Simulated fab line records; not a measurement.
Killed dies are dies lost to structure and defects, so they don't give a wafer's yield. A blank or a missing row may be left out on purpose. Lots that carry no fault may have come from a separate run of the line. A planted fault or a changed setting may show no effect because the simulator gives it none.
Which tool is to blame?	flow n5Finfet	Sampling: 9 lots, 27 wafers, 4 of 1938 route steps

## WHAT EACH GAUGE READ, for each wafer
N5_PASSIVATION_CD_MEAS_30 targets a cd of 4000 nm. Usual: cdNm 4001.5 nm, standard deviation 2.
lot	measured	on	cdNm (nm)	flag
L285	day 12 00:25	cdSem-02	3998.2 3998.5 4001.5	
L288	day 13 03:54	cdSem-01	4000.7 4001.2 4000.6	
L290	day 13 09:43	cdSem-02	4001.6 4000.0 4001.8	
L293	day 13 12:30	cdSem-03	3999.9 4003.5 4001.2	
L292	day 13 16:05	cdSem-02	4002.8 4005.2 4003.8	
L294	day 14 09:22	cdSem-02	4005.3 4003.6 4005.6	
L302	day 16 18:58	cdSem-03	3979.4 3981.3 3979.7	OFF
L303	day 16 23:31	cdSem-01	3981.0 3981.5 3979.5	OFF
L305	day 17 16:00	cdSem-03	4003.0 4003.2 4001.0	

## WHICH TOOL RAN EACH LOT (tool, then ch and the chambers of the sampled wafers, then the start)
lot	N5_PASSIVATION_PECVD_01	N5_PASSIVATION_PASS_ETCH_74	N5_PASSIVATION_EXPOSE_27
L285	pecvd-03 ch 0,1, day 11 21:16	rieDiel-02 ch 1, day 11 22:44	krfScanner-02 ch 0, day 12 00:15
L288	pecvd-02 ch 0,1,2, day 12 23:53	rieDiel-03 ch 0,1,2, day 13 02:03	krfScanner-01 ch 0, day 13 03:44
L290	pecvd-03 ch 0,1,2, day 13 05:40	rieDiel-03 ch 1,2, day 13 06:13	krfScanner-02 ch 0, day 13 09:33
L293	pecvd-03 ch 0,1,2, day 13 09:15	rieDiel-01 ch 0,1,3, day 13 11:11	krfScanner-02 ch 0, day 13 12:19
L292	pecvd-02 ch 1,2, day 13 12:38	rieDiel-03 ch 0,2, day 13 14:33	krfScanner-01 ch 0, day 13 15:55
L294	pecvd-01 ch 0,1, day 14 03:03	rieDiel-02 ch 1,2,3, day 14 03:57	krfScanner-02 ch 0, day 14 09:11
L302	pecvd-01 ch 1,2, day 16 15:38	rieDiel-02 ch 1,2, day 16 16:58	krfScanner-02 ch 0, day 16 18:47
L303	pecvd-03 ch 1,2, day 16 21:01	rieDiel-01 ch 1,2, day 16 22:02	krfScanner-02 ch 0, day 16 23:21
L305	pecvd-03 ch 0,2, day 17 13:21	rieDiel-01 ch 0,1, day 17 14:20	krfScanner-01 ch 0, day 17 15:50
- N5_PASSIVATION_PECVD_01: deposits SiNx from SiH4/NH3/N2, target thk 200 nm, time 43.2 s.
- N5_PASSIVATION_PASS_ETCH_74: etches SiNx in CF4/O2, target depth 220 nm, time 110 s.
- N5_PASSIVATION_EXPOSE_27: exposes mask PAD, defocus 0 nm.

## AS READ BY THE TOOLS THEMSELVES (means over the sampled wafers that have a number; for cases with no such wafer, the mark the record gives instead)
N5_PASSIVATION_PECVD_01. Usual: heaterPowerW 357 W, standard deviation 83; rfFwdPowerW 1395 W, standard deviation 4.8; showerheadPlenumPTorr 8.64 Torr, standard deviation 0.046; throttleValvePct 28.9 %, standard deviation 0.94.
lot	tool	heaterPowerW (W)	rfFwdPowerW (W)	showerheadPlenumPTorr (Torr)	throttleValvePct (%)	flag
L285	pecvd-03	426	1397	8.69	29.3	
L288	pecvd-02	363	1400	8.67	28.5	
L290	pecvd-03	318	1397	8.63	28.5	
L293	pecvd-03	383	1392	8.62	28.6	
L292	pecvd-02	401	1398	8.64	28.4	
L294	pecvd-01	381	1393	8.60	29.8	
L302	pecvd-01	359	1392	8.65	29.4	
L303	pecvd-03	354	1395	8.60	28.2	
L305	pecvd-03	312	1398	8.61	28.3	

N5_PASSIVATION_PASS_ETCH_74. Usual: chamberPressureMTorr 40.00 mTorr, standard deviation 0.039; drypumpMotorCurrentA 5.9 A, standard deviation 0.45; oesProductAu 0.78 a.u., standard deviation 0.09; rfFwdPowerW 532.7 W, standard deviation 1.7; rfVppV 240 V, standard deviation 5.8; showerheadPlenumPTorr 2.24 Torr, standard deviation 0.06; throttleValvePct 15.96 %, standard deviation 0.2.
lot	tool	chamberPressureMTorr (mTorr)	drypumpMotorCurrentA (A)	oesProductAu (a.u.)	rfFwdPowerW (W)	rfVppV (V)	showerheadPlenumPTorr (Torr)	throttleValvePct (%)	flag
L285	rieDiel-02	40.01	5.7	0.74	532.4	240	2.18	15.75	
L288	rieDiel-03	39.97	5.9	0.75	532.7	238	2.22	16.06	
L290	rieDiel-03	40.01	5.3	0.78	531.0	238	2.20	15.99	
L293	rieDiel-01	40.03	6.0	0.80	535.1	243	2.25	16.04	
L292	rieDiel-03	40.01	5.5	0.79	530.4	237	2.18	15.94	
L294	rieDiel-02	39.96	5.9	0.76	530.4	234	2.22	15.90	
L302	rieDiel-02	39.98	6.0	0.78	532.0	236	2.17	15.80	
L303	rieDiel-01	39.99	5.8	0.72	532.4	250	2.27	15.85	
L305	rieDiel-01	40.01	5.8	0.81	532.2	243	2.26	16.07	

N5_PASSIVATION_EXPOSE_27. Usual: exposureDoseMJCm2 32.30, standard deviation 0.038; focusOffsetNm -0.1 nm, standard deviation 0.53.
lot	tool	exposureDoseMJCm2	focusOffsetNm (nm)	flag
L285	krfScanner-02	32.28	-0.0	
L288	krfScanner-01	32.35	0.4	
L290	krfScanner-02	32.30	-0.6	
L293	krfScanner-02	32.35	-0.5	
L292	krfScanner-01	32.27	-0.6	
L294	krfScanner-02	32.25	-0.3	
L302	krfScanner-02	29.28	-0.4	OFF
L303	krfScanner-02	29.32	0.1	OFF
L305	krfScanner-01	32.32	0.3	

## THE ANSWER, worked out from the rows above alone
Rule: a lot counts as off when the mean over its wafers that have a number is more than 3 standard deviations away from the usual mean. A lot without any number at a reading at which 4 lots or more have one is off too. Where the step has rows for the other lots, those lots are counted as sound. The gauges are gone through in route order, then the tools' own readings, and for those a lot's mean is taken as printed above. At the first step where some lot is off, the reading lying furthest off is the one used; lots without a number count as furthest.
Off: L302, L303, at N5_PASSIVATION_CD_MEAS_30 (cdNm).
If a tool, at a process step before that reading, ran all the lots that are off and no sound lot after the first of them, it fits. The gauges at N5_PASSIVATION_CD_MEAS_30 aren't tried: what is off there is off at N5_PASSIVATION_EXPOSE_27 too, on other tools, and a gauge's error can't cause that. One fits: krfScanner-02 at N5_PASSIVATION_EXPOSE_27. A fault onset in the window from L294 (day 14 09:11, its last sound lot) to L302 (day 16 18:47, its first lot off) fits.
On the lots that are off, the tool's own readings at N5_PASSIVATION_EXPOSE_27 differ by more than 5 times the standard deviation of the sound lots' means, which bears it out; exposureDoseMJCm2 reads 29.30 there versus 32.30 on the sound lots.

## WHAT THE SIMULATOR HAD INSERTED
Drift in process parameters on krfScanner-02 at N5_PASSIVATION_EXPOSE_27, starting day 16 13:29. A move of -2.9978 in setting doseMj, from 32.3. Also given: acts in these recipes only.
Shown lots that were struck: L302, L303. This agrees with what the rule above found.
